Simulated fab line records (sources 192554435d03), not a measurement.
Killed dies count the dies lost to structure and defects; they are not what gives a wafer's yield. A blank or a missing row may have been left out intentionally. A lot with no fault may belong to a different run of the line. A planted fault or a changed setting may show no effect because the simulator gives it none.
Struck lot and sound lot, side by side / flow n5_finfet / 33 steps out of a route of 1938
Sound: the wafers L958.1, L958.2, L958.5. Wafers L971.1, L971.2, L971.3 were the ones struck. Last of all comes the cause.
Each step with rows lists, per side, the tool, then ch with its chambers, then its first start. Under that, the readings that differ: sound wafers / struck wafers / difference of the means / sigmas: that difference in standard deviations of wafers without a fault.
alike: same words and numbers on both sides, and readings whose means sit less than 2 such deviations apart. not compared: any withheld reading, any reading some wafer has no value for, any bound like >300 that may hide the same value, and any number with overlapping values for which the record gives no deviation.
A row with sigmas, a row that says differs or no value, or rows on one side alone: a step with any of these is where the two part. Non-overlapping numbers with no deviation appear without sigmas and do not part them. Lack of a reading on every wafer of one side parts them only where that side has two or more wafers.

first, 1 step without rows for these wafers: N5_BEOL_M10_ECD_50 (material Cu, target thk 318 nm).
N5_BEOL_M10_ANNEAL_51: time 90 s.
  sound on rtp_anneal-02 ch 0, day 11 17:50; struck on rtp_anneal-01 ch 0, day 16 04:38
  alike: wafer_temp_C_max
then, 1 step without rows for these wafers: N5_BEOL_M10_CMP_52 (polishes, stops on SiCOH lowk, t overpolish 7 s, target thk 140 nm).
N5_BEOL_M10_THK_MEAS_53: measures by xrf.
  struck on film_metro-02, day 16 05:30; sound on film_metro-01, day 11 18:30
  alike: M10_THK
then, 1 step without rows for these wafers: N5_BEOL_M10_PRE_CLEAN_55 (time 15 s).
N5_BEOL_M10_DEP_56: deposits SiCN from 3MS/NH3, target thk 15 nm, time 26.5 s.
  sound on pecvd-04 ch 0,1,2, day 11 18:34; struck on pecvd-01 ch 0,1,2, day 16 05:34
  alike: chamber_pressure_Torr, rf_fwd_power_W, showerhead_plenum_p_Torr, throttle_valve_pct
N5_BEOL_M10_RS_MEAS_57: uses a four-point probe to measure.
  struck on film_metro-02, day 16 05:38; sound on film_metro-02, day 11 18:38
  alike: M10_RS
N5_BEOL_M10_INSPECT_58: inspects for defects (darkfield).
  struck on defect_inspect-02, day 16 05:40; sound on defect_inspect-01, day 11 18:40
  alike: raw_defect_count
then, 1 step without rows for these wafers: N5_BEOL_M11_ILD_DEP_00 (deposits SiCOH lowk from DEMS/porogen, target thk 308.51 nm, time 58 s).
N5_BEOL_M11_CURE_71: cures SiCOH lowk, time 240 s.
  sound on uv_cure-03 ch 1, day 11 18:47; struck on uv_cure-01 ch 0, day 16 05:47
  alike: lamp_power_pct, wafer_temp_C_max
N5_BEOL_M11_THK_MEAS_01:
  struck on film_metro-01, day 16 06:17; sound on film_metro-02, day 11 19:17
  alike: M11_ILD_THK
then, 1 step without rows for these wafers: N5_BEOL_M11_PECVD_70 (deposits SiO2 from TEOS/O2, target thk 20 nm, time 22.7 s).
N5_BEOL_M11_HM_DEP_02: deposits TiN, target thk 20 nm.
  struck on pvd_sputter-02, day 16 07:14; sound on pvd_sputter-01, day 11 19:34
  no value came back on the struck wafers for chamber_pressure_pa (Pa), substrate_temp_c (C), susceptor_temp_C (C), throttle_valve_pct (%); on the sound wafers chamber_pressure_pa (Pa) reads 0.4991 0.5004 0.5005
then, 8 steps without rows for these wafers: N5_BEOL_M11_COAT_59 (time 60 s, resist thk 100 nm); N5_BEOL_M11_COAT_60 (time 60 s, resist thk 30 nm); N5_BEOL_M11_COAT_05 (resist thk 90 nm); N5_BEOL_M11_EBR_07; N5_BEOL_M11_SOFTBAKE_06 (time 60 s); N5_BEOL_M11_EXPOSE_08 (exposes mask M11); N5_BEOL_M11_PEB_09 (peb time 60 s); N5_BEOL_M11_DEVELOP_10 (develop time 30 s).
N5_BEOL_M11_CD_MEAS_11: target cd 64.1 nm.
  sound on cd_sem-03 ch 0, day 11 20:04; struck on cd_sem-02 ch 0, day 16 07:37
  alike: cd_nm
N5_BEOL_M11_OVL_MEAS_12:
  sound on overlay-02 ch 0, day 11 20:06; struck on overlay-02 ch 0, day 16 07:38
  alike: M11_OVL
N5_BEOL_M11_INSPECT_13: inspects for defects (brightfield).
  struck on defect_inspect-02, day 16 07:40; sound on defect_inspect-01, day 11 20:07
  alike: raw_defect_count
N5_BEOL_M11_DESCUM_16: chemistry O2, time 7.9 s.
  sound on rie_diel-02 ch 0,2,3, day 11 20:20; struck on rie_diel-03 ch 1,2,3, day 16 08:03
  alike: drypump_motor_current_A, oes_product_au, rf_vpp_V, showerhead_plenum_p_Torr, throttle_valve_pct
  not compared: rf_hours_counter_h
then, 3 steps without rows for these wafers: N5_BEOL_M11_ETCH_61 (etches SiARC in CF4, target depth 39 nm, time 65 s); N5_BEOL_M11_ETCH_62 (etches SOC in N2/H2, target depth 110 nm, overetch 22 nm, time 165 s); N5_BEOL_M11_STRIP_68 (strips in N2/H2).
N5_BEOL_M11_STRIP_67: strips in CF4.
  sound on rie_diel-02 ch 0,2,3, day 11 20:34; struck on rie_diel-03 ch 1,2,3, day 16 08:17
  alike: drypump_motor_current_A, oes_product_au, rf_vpp_V, showerhead_plenum_p_Torr, throttle_valve_pct
  not compared: rf_hours_counter_h
N5_BEOL_M11_HM_OPEN_17: chemistry Cl2/BCl3, target TiN, target depth 20 nm, overetch 6 nm.
  sound on rie_metal-01 ch 0,1, day 11 20:36; struck on rie_metal-03 ch 0,1, day 16 08:20
reading=oes_product_au (a.u.); sound=0.67 0.57 0.67; struck=0.30 0.25 0.30; difference=-0.35; sigmas=-4
reading=throttle_valve_pct (%); sound=22.22 22.76 22.20; struck=23.05 22.88 23.07; difference=+0.61; sigmas=+2
reading=model.etch.depth_nm (nm); sound=19.8 19.81 20.27; struck=0 0 0; difference=-20; sigmas=
  alike: drypump_motor_current_A
  not compared: rf_hours_counter_h
then, 1 step without rows for these wafers: N5_BEOL_M11_STRIP_19 (strips in O2).
N5_BEOL_M11_CD_MEAS_18: pitch 140 nm, target cd 70 nm.
  struck on cd_sem-03, day 16 08:39; sound on cd_sem-01, day 11 20:55
reading=cd_nm (nm); sound=70.2 70.0 69.9; struck=- - -; difference=no value on the struck wafers; sigmas=
then, 1 step without rows for these wafers: N5_BEOL_M11_COAT_63 (time 60 s, resist thk 100 nm).

## WHERE THEY PART
Last at N5_BEOL_M11_CD_MEAS_18 as far as this record goes, first at N5_BEOL_M11_HM_DEP_02.

WHY: what had been put in by the simulator
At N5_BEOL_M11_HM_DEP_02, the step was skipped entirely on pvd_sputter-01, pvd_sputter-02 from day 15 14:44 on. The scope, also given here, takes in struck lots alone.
